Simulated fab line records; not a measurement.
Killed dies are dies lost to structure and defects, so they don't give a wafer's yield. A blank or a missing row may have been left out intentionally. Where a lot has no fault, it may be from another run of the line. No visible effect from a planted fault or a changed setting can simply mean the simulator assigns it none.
fab line records + flow n5_finfet
record
- lots=6
- wafers=18
- last_day=18
route steps=1938 shown STI_FIN_REVEAL@192 DUMMY_GATE@212 BEOL_M4@1111 PASSIVATION@1936
lots untouched by any fault: they come from a run of this same line in which no faults occurred
start_h: the number of hours between the record's first day and the start of the first shown wafer of the lot + wait_h: hours elapsed since this lot's preceding step + " unchanged from the row above + L1.1+2: a row that stands for several wafers + - no value, or no start was given + * or withheld: withheld + < > ~ a bound
route shown NAME@n: names a module that has steps shown in the file, with the first one's number in the route + usual: the fault-free wafers' mean and standard deviation + same: alike in all rows + chamber/n: place in a boat + sites: readings site by site + _std_site: standard deviation across them + _edge_site: the outer-site mean with the inner-site mean subtracted + radius_mm: for every site, how far away it sits from the centre of the wafer + mask NAME#n: copy n + behind: the tool/chamber that last shaped the wafer + hold: why the lot was held/for how many hours/how that ended + device: names the non-switching transistor (n, p or np) + end of line: the tests these same wafers got at the end of their route + where a step has no rows: the recipe by itself + killed: the dies lost at the first sort to structure and to defects; this is not the yield of the wafer + map: per-die view of a wafer (x killed, . not killed, _ where there is no die)
set.NAME: the setting that was run; set.NAME@STEP: the one run at that earlier step + model.NAME: the simulator's own value behind a step, which no gauge read
lots at some steps of the route; a table a step, a row a wafer
services: when a tool's chamber went out of use (start_h, in hours from the record's first day, below 0 if earlier), for how many hours, and the reason
## steps
# step N5_STI_FIN_REVEAL_PRECLEAN_25
# recipe
- chemistry=SPM
- time_s=90
- temp_c=120
- mix=4:1
# step N5_STI_FIN_REVEAL_PRECLEAN_26
# recipe
- chemistry=SC1
- time_s=45
- temp_c=46
- mix=1:2:100
# step N5_STI_FIN_REVEAL_PRECLEAN_29
# recipe
- chemistry=DHF
- time_s=30
- temp_c=25
- dilution=300:1
# step N5_STI_FIN_REVEAL_SRD_12
# recipe
- time_s=30
- temp_c=23
- rinse_liquid=diw
- dry=ipa_marangoni
# step N5_STI_FIN_REVEAL_RECESS_09
# recipe
- chemistry=HF/NH3
- target=SiO2
- afs_cycles=11
- target_depth_a=425
- temp_c=30
- sublimation_temp_c=180
- sublimation_time_s=60
# usual
- drypump_motor_current_A=5.95/0.28
- temp_c=29.98/0.1
| lot.wafer | tool          | chamber | start_h | wait_h | drypump_motor_current_A | temp_c |
|-----------|---------------|---------|---------|--------|-------------------------|--------|
| L860.3    | vapor_etch-01 | 0       | 40.60   | 0.6    | 5.76                    | 29.92  |
| L860.4    | "             | 1       | "       | "      | 5.97                    | 30.03  |
| L860.5    | "             | 0       | "       | "      | 5.81                    | 29.89  |
| L864.1    | vapor_etch-02 | 1       | 65.59   | 0.0    | 5.66                    | 30.02  |
| L864.2    | "             | 0       | "       | "      | 6.40                    | 29.97  |
| L864.5    | "             | 1       | 66.65   | 1.1    | 5.69                    | 29.95  |
| L875.1    | vapor_etch-01 | 1       | 133.82  | 0.0    | 5.98                    | 30.31  |
| L875.3    | "             | 0       | "       | "      | 5.77                    | 29.89  |
| L875.5    | "             | 1       | "       | "      | 5.98                    | 30.04  |
| L876.2    | vapor_etch-02 | 1       | 136.97  | 0.0    | 5.66                    | 29.90  |
| L876.4    | "             | 0       | "       | "      | 6.38                    | 30.06  |
| L876.5    | "             | 1       | "       | "      | 5.68                    | 29.97  |
| L878.3    | vapor_etch-01 | 0       | 148.19  | 0.6    | 5.80                    | 29.98  |
| L878.4    | "             | 1       | "       | "      | 6.00                    | 30.06  |
| L878.6    | "             | 1       | "       | "      | 5.98                    | 30.02  |
| L880.2    | vapor_etch-01 | 1       | 160.89  | 0.0    | 5.97                    | 29.91  |
| L880.4    | "             | 0       | "       | "      | 5.77                    | 30.04  |
| L880.6    | "             | 1       | "       | "      | 6.00                    | 29.99  |
# step N5_STI_FIN_REVEAL_STRIP_16
# recipe
- chemistry=H3PO4
- material=SiNx
- temp_c=165
- target_depth_a=238
- overetch_fraction=0.4964
- dry=ipa_marangoni
# step N5_STI_FIN_REVEAL_PRECLEAN_17
# recipe
- chemistry=NF3:NH3
- afs_cycles=1
- temp_c=30
- time_s=20
- sublimation_temp_c=180
- sublimation_time_s=60
- pressure_torr=3
- rf_power_w=30
# step N5_STI_FIN_REVEAL_ETCH_34
# recipe
- chemistry=H2
- mode=isotropic
- material=Si
- target=Si
- target_depth_a=9.7
- temp_c=20
- pressure_mtorr=4.5
- icp_w=300
- bias_w=0
- h2_flow_sccm=7.5
- he_flow_sccm=142.5
# usual
- drypump_motor_current_A=5.6/0.34
- oes_product_au=1.004/0.014
- temp_c=19.99/0.11
- throttle_valve_pct=26.0/0.33
| lot.wafer | tool      | chamber | start_h | wait_h | drypump_motor_current_A | oes_product_au | rf_hours_counter_h | temp_c | throttle_valve_pct |
|-----------|-----------|---------|---------|--------|-------------------------|----------------|--------------------|--------|--------------------|
| L860.3    | rie_si-05 | 1       | 42.16   | 0.1    | 5.9                     | 1.016          | 116                | 19.93  | 25.7               |
| L860.4    | "         | 2       | "       | "      | 5.5                     | 1.014          | 112                | 20.01  | 25.9               |
| L860.5    | "         | 3       | "       | "      | 5.2                     | 0.991          | -                  | 19.91  | 25.7               |
| L864.1    | rie_si-05 | 3       | 67.71   | 0.2    | 5.2                     | 1.004          | 78                 | 19.91  | 25.7               |
| L864.2    | "         | 2       | "       | "      | 5.5                     | 1.023          | 113                | 19.96  | 25.9               |
| L864.5    | "         | 0       | "       | "      | 6.1                     | 0.986          | -                  | 19.78  | 26.4               |
| L875.1    | rie_si-03 | 2       | 135.93  | 0.2    | 5.3                     | 0.990          | 9                  | 20.17  | 26.2               |
| L875.3    | "         | 3       | "       | "      | 6.0                     | 1.001          | 9                  | 20.15  | 25.6               |
| L875.5    | "         | 3       | "       | "      | 6.0                     | 1.003          | -                  | 20.03  | 25.6               |
| L876.2    | rie_si-05 | 2       | 139.06  | 0.1    | 5.5                     | 1.022          | 114                | 20.01  | 25.9               |
| L876.4    | "         | 1       | "       | "      | 5.9                     | 1.009          | 118                | 20.04  | 25.6               |
| L876.5    | "         | 2       | "       | "      | 5.5                     | 1.012          | -                  | 19.92  | 25.9               |
| L878.3    | rie_si-02 | 0       | 149.75  | 0.1    | 5.3                     | 0.992          | 0                  | 19.95  | 26.1               |
| L878.4    | "         | 2       | "       | "      | 5.8                     | 0.998          | 7                  | 19.97  | 26.7               |
| L878.6    | "         | 2       | "       | "      | 5.8                     | 1.002          | -                  | 20.20  | 26.7               |
| L880.2    | rie_si-05 | 2       | 162.99  | 0.1    | 5.5                     | 1.018          | 115                | 20.01  | 25.9               |
| L880.4    | "         | 0       | "       | "      | 6.1                     | 0.994          | 10                 | 19.78  | 26.4               |
| L880.6    | "         | 1       | "       | "      | 5.9                     | 1.021          | -                  | 19.93  | 25.7               |
# step N5_STI_FIN_REVEAL_OXIDATION_31
# recipe
- chemistry=O2_PLASMA_REMOTE
- temp_c=150
- time_s=20
- pressure_mtorr=1000
- source_power_w=2000
- o2_flow_sccm=3000
# usual
- drypump_motor_current_A=5.6/0.37
- heater_power_w=142/15
- o2_flow_sccm=3001/8.4
- temp_c=150.01/0.15
| lot.wafer | tool            | chamber | start_h | wait_h | drypump_motor_current_A | heater_power_w | o2_flow_sccm | rf_hours_counter_h | temp_c |
|-----------|-----------------|---------|---------|--------|-------------------------|----------------|--------------|--------------------|--------|
| L860.3    | plasma_asher-02 | 1       | 42.24   | 0.1    | 5.0                     | 133            | 3014         | -                  | 150.01 |
| L860.4    | "               | 0       | "       | "      | 6.0                     | 171            | 3007         | -                  | 150.11 |
| L860.5    | "               | 0       | "       | "      | 5.9                     | 167            | 3004         | -                  | 150.12 |
| L864.1    | plasma_asher-01 | 0       | 67.77   | 0.0    | 5.7                     | 129            | 2984         | 90                 | 150.25 |
| L864.2    | "               | 1       | "       | "      | 5.9                     | 143            | 3002         | 90                 | 150.17 |
| L864.5    | "               | 1       | "       | "      | 5.9                     | 141            | 3001         | -                  | 150.12 |
| L875.1    | plasma_asher-02 | 1       | 135.99  | 0.0    | 5.0                     | 135            | 3020         | 46                 | 149.87 |
| L875.3    | "               | 1       | "       | "      | 4.9                     | 134            | 2998         | -                  | 149.84 |
| L875.5    | "               | 1       | "       | "      | 5.0                     | 135            | 3009         | -                  | 149.83 |
| L876.2    | plasma_asher-01 | 0       | 139.12  | 0.0    | 5.7                     | 130            | 3003         | 105                | 149.74 |
| L876.4    | "               | 0       | "       | "      | 5.7                     | 130            | 2998         | -                  | 149.75 |
| L876.5    | "               | 0       | "       | "      | 5.7                     | 131            | 2984         | -                  | 149.70 |
| L878.3    | plasma_asher-02 | 0       | 149.84  | 0.1    | 5.9                     | 166            | 2995         | -                  | 150.03 |
| L878.4    | "               | 1       | "       | "      | 5.0                     | 134            | 3004         | -                  | 150.03 |
| L878.6    | "               | 0       | "       | "      | 5.9                     | 166            | 3007         | -                  | 149.91 |
| L880.2    | plasma_asher-01 | 0       | 163.05  | 0.0    | 5.7                     | 127            | 2991         | 110                | 150.04 |
| L880.4    | "               | 0       | "       | "      | 5.7                     | 124            | 3006         | -                  | 150.15 |
| L880.6    | "               | 0       | "       | "      | 5.7                     | 129            | 3009         | -                  | 150.17 |
# step N5_STI_FIN_REVEAL_PRECLEAN_32
# recipe
- chemistry=NF3:NH3
- afs_cycles=1
- temp_c=30
- time_s=20
- sublimation_temp_c=180
- sublimation_time_s=60
- pressure_torr=3
- rf_power_w=30
# step N5_STI_FIN_REVEAL_STRIP_35
# recipe
- chemistry=H3PO4
- material=Si3N4
- temp_c=165
- target_depth_a=40
- time_s=39
# step N5_STI_FIN_REVEAL_SRD_21
# recipe
- dry=ipa_marangoni
- time_s=30
- temp_c=23
- rinse_liquid=diw
# step N5_STI_FIN_REVEAL_OXIDATION_33
# recipe
- chemistry=O2_PLASMA_REMOTE
- temp_c=150
- time_s=20
- pressure_mtorr=1000
- source_power_w=2000
- o2_flow_sccm=3000
# usual
- drypump_motor_current_A=5.6/0.4
- heater_power_w=143/15
- o2_flow_sccm=3001/9
- temp_c=150.00/0.14
| lot.wafer | tool            | chamber | start_h | wait_h | drypump_motor_current_A | heater_power_w | o2_flow_sccm | rf_hours_counter_h | temp_c |
|-----------|-----------------|---------|---------|--------|-------------------------|----------------|--------------|--------------------|--------|
| L860.3    | plasma_asher-01 | 0       | 42.60   | 0.0    | 5.7                     | 128            | 3010         | -                  | 149.96 |
| L860.4    | "               | 1       | "       | "      | 5.9                     | 139            | 3005         | -                  | 149.95 |
| L860.5    | "               | 1       | "       | "      | 5.9                     | 143            | 3001         | -                  | 150.07 |
| L864.1    | plasma_asher-02 | 0       | 68.12   | 0.0    | 6.0                     | 166            | 2999         | 31                 | 150.22 |
| L864.2    | "               | 1       | "       | "      | 5.0                     | 136            | 3003         | 31                 | 149.94 |
| L864.5    | "               | 1       | "       | "      | 5.0                     | 136            | 2997         | -                  | 149.89 |
| L875.1    | plasma_asher-02 | 1       | 136.34  | 0.0    | 5.0                     | 136            | 2997         | 46                 | 150.08 |
| L875.3    | "               | 0       | "       | "      | 5.9                     | 169            | 2995         | -                  | 149.99 |
| L875.5    | "               | 1       | "       | "      | 4.9                     | 132            | 3001         | -                  | 150.13 |
| L876.2    | plasma_asher-02 | 0       | 139.47  | 0.0    | 5.9                     | 170            | 3002         | 46                 | 150.00 |
| L876.4    | "               | 1       | "       | "      | 5.0                     | 132            | 3004         | -                  | 149.97 |
| L876.5    | "               | 0       | "       | "      | 5.9                     | 172            | 3007         | -                  | 150.05 |
| L878.3    | plasma_asher-01 | 1       | 150.19  | 0.0    | 5.9                     | 139            | 2998         | -                  | 149.95 |
| L878.4    | "               | 0       | "       | "      | 5.7                     | 126            | 2997         | -                  | 149.99 |
| L878.6    | "               | 1       | "       | "      | 5.9                     | 143            | 3001         | -                  | 150.33 |
| L880.2    | plasma_asher-01 | 0       | 163.40  | 0.0    | 5.7                     | 130            | 3000         | 110                | 150.07 |
| L880.4    | "               | 0       | "       | "      | 5.7                     | 128            | 3007         | -                  | 150.00 |
| L880.6    | "               | 1       | "       | "      | 5.9                     | 140            | 3004         | -                  | 150.00 |
# step N5_STI_FIN_REVEAL_CLEAN_19
# recipe
- chemistry=O3/DIW
- temp_c=25
- time_s=120
- o3_ppm=10
# step N5_STI_FIN_REVEAL_SRD_23
# recipe
- dry=ipa_marangoni
- time_s=30
- temp_c=23
- rinse_liquid=diw
# step N5_STI_FIN_REVEAL_CD_MEAS_22
# recipe
- target_cd_nm=6.238
- pitch_nm=28
- polarity=line
# usual
- cd_nm=6.32/0.26
| lot.wafer | tool      | chamber | start_h | wait_h | cd_nm |
|-----------|-----------|---------|---------|--------|-------|
| L860.3    | cd_sem-02 | -       | 42.74   | 0.0    | 6.75  |
| L860.4    | "         | -       | "       | "      | 6.64  |
| L860.5    | "         | -       | "       | "      | 6.33  |
| L864.1    | cd_sem-02 | -       | 68.28   | 0.0    | 6.26  |
| L864.2    | "         | -       | "       | "      | 6.66  |
| L864.5    | "         | -       | "       | "      | 6.79  |
| L875.1    | cd_sem-03 | -       | 136.50  | 0.0    | 7.02  |
| L875.3    | "         | -       | "       | "      | 6.13  |
| L875.5    | "         | -       | "       | "      | 6.37  |
| L876.2    | cd_sem-03 | -       | 139.64  | 0.0    | 6.48  |
| L876.4    | "         | -       | "       | "      | 6.42  |
| L876.5    | "         | -       | "       | "      | 6.67  |
| L878.3    | cd_sem-01 | -       | 150.33  | 0.0    | 6.35  |
| L878.4    | "         | -       | "       | "      | 6.34  |
| L878.6    | "         | -       | "       | "      | 6.19  |
| L880.2    | cd_sem-03 | -       | 163.57  | 0.0    | 6.26  |
| L880.4    | "         | -       | "       | "      | 6.11  |
| L880.6    | "         | -       | "       | "      | 6.18  |
# step N5_STI_FIN_REVEAL_FIN_H_MEAS_10
# usual
- trench_depth_nm=51.9/0.81
| lot.wafer | tool   | chamber | start_h | wait_h | trench_depth_nm |
|-----------|--------|---------|---------|--------|-----------------|
| L860.3    | ocd-01 | -       | 42.77   | 0.0    | 52.4            |
| L860.4    | "      | -       | "       | "      | 52.0            |
| L860.5    | "      | -       | "       | "      | 52.0            |
| L864.1    | ocd-01 | -       | 68.31   | 0.0    | 53.9            |
| L864.2    | "      | -       | "       | "      | 52.7            |
| L864.5    | "      | -       | "       | "      | 53.3            |
| L875.1    | ocd-01 | -       | 136.53  | 0.0    | 53.1            |
| L875.3    | "      | -       | "       | "      | 52.8            |
| L875.5    | "      | -       | "       | "      | 53.1            |
| L876.2    | ocd-02 | -       | 139.67  | 0.0    | 52.5            |
| L876.4    | "      | -       | "       | "      | 51.1            |
| L876.5    | "      | -       | "       | "      | 52.3            |
| L878.3    | ocd-01 | -       | 150.36  | 0.0    | 51.7            |
| L878.4    | "      | -       | "       | "      | 52.3            |
| L878.6    | "      | -       | "       | "      | 52.1            |
| L880.2    | ocd-02 | -       | 163.60  | 0.0    | 52.9            |
| L880.4    | "      | -       | "       | "      | 53.1            |
| L880.6    | "      | -       | "       | "      | 52.0            |
# step N5_STI_FIN_REVEAL_PRECLEAN_18
# recipe
- chemistry=SC2
- time_s=45
- temp_c=35
- mix=1:1:50
# step N5_STI_FIN_REVEAL_SRD_28
# recipe
- dry=ipa_marangoni
- time_s=30
- temp_c=23
- rinse_liquid=diw
# step N5_STI_FIN_REVEAL_INSPECT_13
# recipe
- inspect_instrument=darkfield
- mode=post_clean
# usual
- raw_defect_count=12/6.3
| lot.wafer | tool              | chamber | start_h | wait_h | raw_defect_count |
|-----------|-------------------|---------|---------|--------|------------------|
| L860.3    | defect_inspect-01 | -       | 42.86   | 0.0    | 7                |
| L860.4    | "                 | -       | "       | "      | 5                |
| L860.5    | "                 | -       | "       | "      | 10               |
| L864.1    | defect_inspect-02 | -       | 68.40   | 0.0    | 12               |
| L864.2    | "                 | -       | "       | "      | 15               |
| L864.5    | "                 | -       | "       | "      | 15               |
| L875.1    | defect_inspect-01 | -       | 136.62  | 0.0    | 13               |
| L875.3    | "                 | -       | "       | "      | 356              |
| L875.5    | "                 | -       | "       | "      | 12               |
| L876.2    | defect_inspect-02 | -       | 139.76  | 0.0    | 316              |
| L876.4    | "                 | -       | "       | "      | 8                |
| L876.5    | "                 | -       | "       | "      | 324              |
| L878.3    | defect_inspect-02 | -       | 150.45  | 0.0    | 31               |
| L878.4    | "                 | -       | "       | "      | 31               |
| L878.6    | "                 | -       | "       | "      | 26               |
| L880.2    | defect_inspect-01 | -       | 163.68  | 0.0    | 14               |
| L880.4    | "                 | -       | "       | "      | 13               |
| L880.6    | "                 | -       | "       | "      | 11               |
# step N5_DUMMY_GATE_PRECLEAN_00
# recipe
- chemistry=O3/DIW
- time_s=60
- temp_c=22
- o3_ppm=10
# step N5_BEOL_M4_RC_MEAS_101
# usual
- DIBL_N=36.5/1.8
- DIBL_P=36.5/2.1
- IOFF_N=0.17/0.031
- IOFF_P=0.22/0.036
- ION_N=677/11
- ION_P=463/8
- SS_N=71.6/0.61
- SS_P=73.3/0.63
- VT_N=249/3.1
- VT_P=-250/3.3
| lot.wafer | tool      | chamber | start_h | wait_h | DIBL_N[mV/V] | DIBL_P[mV/V] | IOFF_N[nA/um] | IOFF_P[nA/um] | ION_N[uA/um] | ION_P[uA/um] | SS_N[mV/dec] | SS_P[mV/dec] | VT_N[mV] | VT_P[mV] |
|-----------|-----------|---------|---------|--------|--------------|--------------|---------------|---------------|--------------|--------------|--------------|--------------|----------|----------|
| L860.3    | prober-01 | 0       | 176.51  | 0.3    | 39.0         | 39.2         | 0.22          | 0.24          | 690          | 465          | 72.4         | 74.2         | 241      | -251     |
| L860.4    | "         | 0       | "       | "      | 38.3         | 38.6         | 0.21          | 0.24          | 687          | 470          | 71.9         | 74.9         | 243      | -251     |
| L860.5    | "         | 0       | "       | "      | 38.2         | 38.3         | 0.21          | 0.22          | 696          | 466          | 71.7         | 73.3         | 243      | -250     |
| L864.1    | prober-01 | 0       | 201.93  | 0.0    | 35.5         | 35.4         | 0.14          | 0.20          | 675          | 466          | 70.5         | 72.9         | 250      | -250     |
| L864.2    | "         | 0       | "       | "      | 35.4         | 34.3         | 0.14          | 0.20          | 667          | 468          | 71.3         | 72.9         | 249      | -248     |
| L864.5    | "         | 0       | "       | "      | 36.8         | 37.7         | 0.18          | 0.24          | 687          | 473          | 72.2         | 73.5         | 247      | -247     |
| L875.1    | prober-01 | 0       | 271.46  | 0.0    | 39.1         | 40.1         | 0.22          | 0.27          | 694          | 472          | 72.0         | 74.2         | 244      | -249     |
| L875.3    | "         | 0       | "       | "      | 36.1         | 36.4         | 0.15          | 0.20          | 671          | 461          | 71.2         | 72.8         | 250      | -251     |
| L875.5    | "         | 0       | "       | "      | 37.0         | 36.9         | 0.16          | 0.21          | 677          | 463          | 71.9         | 72.8         | 251      | -249     |
| L876.2    | prober-01 | 0       | 274.33  | 0.2    | 38.6         | 37.9         | 0.22          | 0.26          | 702          | 480          | 71.5         | 73.9         | 243      | -246     |
| L876.4    | "         | 0       | "       | "      | 38.3         | 36.5         | 0.21          | 0.24          | 681          | 455          | 72.2         | 73.4         | 244      | -246     |
| L876.5    | "         | 0       | "       | "      | 38.3         | 37.3         | 0.22          | 0.25          | 700          | 475          | 71.7         | 74.0         | 244      | -247     |
| L878.3    | prober-02 | 0       | 274.69  | 0.3    | 35.1         | 35.4         | 0.16          | 0.24          | 679          | 476          | 71.7         | 71.9         | 248      | -245     |
| L878.4    | "         | 0       | "       | "      | 36.8         | 37.8         | 0.19          | 0.28          | 698          | 484          | 71.9         | 73.7         | 244      | -242     |
| L878.6    | "         | 0       | "       | "      | 38.2         | 40.1         | 0.24          | 0.35          | 709          | 494          | 72.1         | 73.6         | 243      | -240     |
| L880.2    | prober-02 | 0       | 309.22  | 0.2    | 34.6         | 35.8         | 0.16          | 0.22          | 682          | 470          | 71.6         | 72.5         | 250      | -248     |
| L880.4    | "         | 0       | "       | "      | 32.1         | 32.2         | 0.11          | 0.17          | 672          | 471          | 70.5         | 72.7         | 251      | -250     |
| L880.6    | "         | 0       | "       | "      | 32.7         | 32.7         | 0.12          | 0.18          | 651          | 462          | 70.2         | 72.6         | 252      | -247     |
# step N5_PASSIVATION_PROBE_49
# usual
- defect_limited_yield=91.4/1.5
- killed_at_M0_to_M3=35/11
- killed_at_M4_up=16/7
- killed_at_contacts=11/5.3
- killed_at_front_end=37/11
- killed_at_other=3.1/2.8
- killed_dies=102/18
- killed_on_rim=13/3.7
- killed_open=69/15
- killed_short=31/7.8
- sort_bin_5_function=5.1/1.1
- sort_bin_6_memory=3.2/0.69
- sort_n_pass=1078/18
- sort_yield_pct=91.4/1.5
# same
- gross_dies=1180
- killed_at_back_side=0
- sort_bin_4_leakage[%]=0
- sort_bin_8_speed[%]=0
| lot.wafer | tool      | chamber | start_h | wait_h | defect_limited_yield[%] | killed_at_M0_to_M3 | killed_at_M4_up | killed_at_contacts | killed_at_front_end | killed_at_other | killed_dies | killed_on_rim | killed_open | killed_short | sort_bin_5_function[%] | sort_bin_6_memory[%] | sort_n_pass | sort_yield_pct[%] |
|-----------|-----------|---------|---------|--------|-------------------------|--------------------|-----------------|--------------------|---------------------|-----------------|-------------|---------------|-------------|--------------|------------------------|----------------------|-------------|-------------------|
| L875.3    | prober-02 | -       | 380.75  | 0.1    | 84.9                    | 38                 | 9               | 4                  | 115                 | 12              | 178         | 27            | 67          | 37           | 9.0                    | 4.3                  | 1002        | 84.9              |
| L876.2    | prober-02 | -       | 383.24  | 0.1    | 85.2                    | 45                 | 9               | 8                  | 113                 | 0               | 175         | 27            | 71          | 37           | 8.7                    | 4.2                  | 1005        | 85.2              |
| L876.5    | prober-02 | -       | 383.39  | 0.2    | 86.8                    | 34                 | 16              | 4                  | 101                 | 1               | 156         | 21            | 70          | 19           | 8.2                    | 3.8                  | 1024        | 86.8              |
| L880.2    | prober-01 | -       | 425.03  | 0.1    | 91.2                    | 26                 | 22              | 11                 | 44                  | 1               | 104         | 13            | 75          | 28           | 4.6                    | 4.2                  | 1076        | 91.2              |
| L880.4    | prober-01 | -       | 425.13  | 0.2    | 90.5                    | 25                 | 15              | 13                 | 57                  | 2               | 112         | 12            | 86          | 25           | 6.0                    | 3.1                  | 1068        | 90.5              |
| L880.6    | prober-01 | -       | 425.23  | 0.3    | 90.2                    | 30                 | 16              | 15                 | 51                  | 4               | 116         | 14            | 78          | 38           | 6.1                    | 3.3                  | 1064        | 90.2              |
# killed by level:class
L875.3 STI_FIN_REVEAL:unspecified=74 FIN_SAQP:geometric_particle:short=13 BEOL_M3:geometric_particle:open=13 BEOL_M2:geometric_particle:open=10 FIN_SAQP:geometric_particle:open=8 STI_FIN_REVEAL:geometric_particle:open=6 MIM_TOP:geometric_particle:short=5 MOL_CONTACT_COAG:geometric_particle:open=4
L876.2 STI_FIN_REVEAL:unspecified=64 GATE_CUT:geometric_particle:short=12 BEOL_M1:geometric_particle:open=12 STI_FIN_REVEAL:geometric_particle:open=10 BEOL_M2:geometric_particle:open=10 MOL_CONTACT_COAG:geometric_particle:open=8 DUMMY_GATE:geometric_particle:open=7 BEOL_M3:geometric_particle:open=7
L876.5 STI_FIN_REVEAL:unspecified=66 BEOL_M1:geometric_particle:open=13 BEOL_M2:geometric_particle:open=9 FIN_SAQP:geometric_particle:open=7 BEOL_M4:geometric_particle:open=7 FIN_SAQP:geometric_particle:short=6 STI_FIN_REVEAL:geometric_particle:open=5 DUMMY_GATE:geometric_particle:open=5
L880.2 STI_FIN_REVEAL:geometric_particle:open=12 MOL_CONTACT_COAG:geometric_particle:open=10 FIN_SAQP:geometric_particle:open=8 BEOL_M0_SAQP:geometric_particle:short=7 BEOL_M0_SAQP:geometric_particle:open=6 BEOL_M4:geometric_particle:open=6 BEOL_M5:geometric_particle:open=6 FIN_SAQP:geometric_particle:short=5
L880.4 FIN_SAQP:geometric_particle:open=22 MOL_CONTACT_COAG:geometric_particle:open=12 STI_FIN_REVEAL:geometric_particle:open=11 BEOL_M2:geometric_particle:open=9 BEOL_M0_SAQP:geometric_particle:open=8 DUMMY_GATE:geometric_particle:open=5 STI_FIN_REVEAL:geometric_particle:short=4 ILD0:geometric_particle:short=4
L880.6 STI_FIN_REVEAL:geometric_particle:open=16 BEOL_M0_SAQP:geometric_particle:short=16 MOL_CONTACT_COAG:geometric_particle:open=14 FIN_SAQP:geometric_particle:open=9 FIN_SAQP:geometric_particle:short=8 BEOL_M0_SAQP:geometric_particle:open=5 STI_FIN_REVEAL:geometric_particle:short=4 BEOL_M1:geometric_particle:open=4
# map L875.3 (x killed, . not)
_________________.x..x.......________________
______________..x..............._____________
___________........xx........x.....__________
__________............x............._________
________x..............x...x.........._______
_______......x.........................______
______.........xx.........x..........xx._____
_____.........x.x....................xxxx____
____...........x...........x..x.x..xxxxxxx___
___.x......x.........x......x......xxxxxxxx__
___...........x......................xxxxxx__
__.......x......x.............x....xx.xxxxxx_
__........x..................x..x...xxxxxxxx_
_......x..x........x.x..x.......x..xx.xxxxxxx
_........x.................x........xxxxxxxxx
_.....x......x.x..x..x..x............xxxxxxxx
_........x........xx...................xxx..x
_........................x....x....x.........
_..x..................xx......xx.x.....x...xx
_.............................x..x...........
_........x.x..................x.x.x.........x
__.............x..................xx........_
__.....xx.x........x........................_
___..x..x....xx.................x..........__
___.........x............x.................__
____...................x...x..............___
_____.x..x...............x....x..........____
______.x..x.....xx.x.....x.............._____
_______..x......x...................x.x______
________........x.x..................._______
__________................x........._________
___________......x....x.....x......__________
______________.................._____________
_________________........x...________________
# map L876.2 (x killed, . not)
_________________.......x....________________
______________....xx.x...x......_____________
___________x..............x.x......__________
__________..x............xx........x_________
________xxx..x.............x.........._______
_______.................x..............______
______....x.....x......................x_____
_____...........x..x....x.............xxx____
____................................xxxxxx___
___............................x....xxxxxxx__
___..x..x...........x...xx.........xxxxxxxx__
__...x....x...x..x.................xxxxxxxxx_
__....................x.....x.....x.xxxxxxxx_
_.x.....x......x.x...........x......xxxxxxxxx
_x...x.x...............................xxxxxx
_..x..x.................................xxxxx
_...................x.x..x.x.x......x.x..xxxx
_......xx..............................x....x
_....x......................x....x...........
_..x...............x.x......x..x..........x..
_................xx..........................
__.....x.......xx..xx.x.......x.........x..._
__..x...x......x.....x..x.....x.....x......._
___........x...........x..x..............x.__
___.................................x......__
____x..x..x....x..x................x..xx..___
_____...............................x....____
______....x.....x......................._____
_______.....x..........................______
________.....x............x.........x._______
__________.........x.x....x........._________
___________...................x....__________
______________........xx........_____________
_________________............________________
## services
| tool            | chamber | start_h | hours | kind           |
|-----------------|---------|---------|-------|----------------|
| vapor_etch-01   | 0       | 26.24   | 11.2  | repair         |
| rie_si-05       | 2       | 35.47   | 5.0   | repair         |
| rie_si-02       | -       | 53.08   | 14.6  | pm             |
| rie_si-02       | -       | 67.68   | 2.8   | pm             |
| rie_si-03       | 3       | 76.56   | 1.9   | repair         |
| plasma_asher-01 | -       | 105.82  | 1.8   | repair         |
| rie_si-02       | 0       | 111.82  | -     | clean          |
| rie_si-02       | 0       | 111.82  | 17.1  | scheduled_down |
| rie_si-02       | 0       | 111.82  | 17.1  | vent_cycle     |
| rie_si-05       | 0       | 116.44  | 2.3   | repair         |
| vapor_etch-02   | 1       | 124.84  | 0.8   | repair         |
| vapor_etch-02   | 0       | 141.99  | 2.5   | repair         |
## key
first_sign
- step=N5_STI_FIN_REVEAL_INSPECT_13
- reading=raw_defect_count
- direction=up
- sigmas=51
- usual=12
- struck=332
effect
- step=N5_PASSIVATION_PROBE_49
- reading=killed_at_front_end
- direction=up
- sigmas=6.7
- usual=37
- struck=110
more_kills_born_at
- N5_STI_FIN_REVEAL_OXIDATION_33@plasma_asher-02=203
met_at N5_STI_FIN_REVEAL_OXIDATION_33
struck_wafers L875.3,L876.2,L876.5
onset_between 68.12 136.34
fault
- kind=chamber_particle_source
- tool=plasma_asher-02
- chamber=0
- onset_h=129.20
- steps=N5_STI_FIN_REVEAL_OXIDATION_33
- rate_per_visit_cm2=0.5099
- end_h=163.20
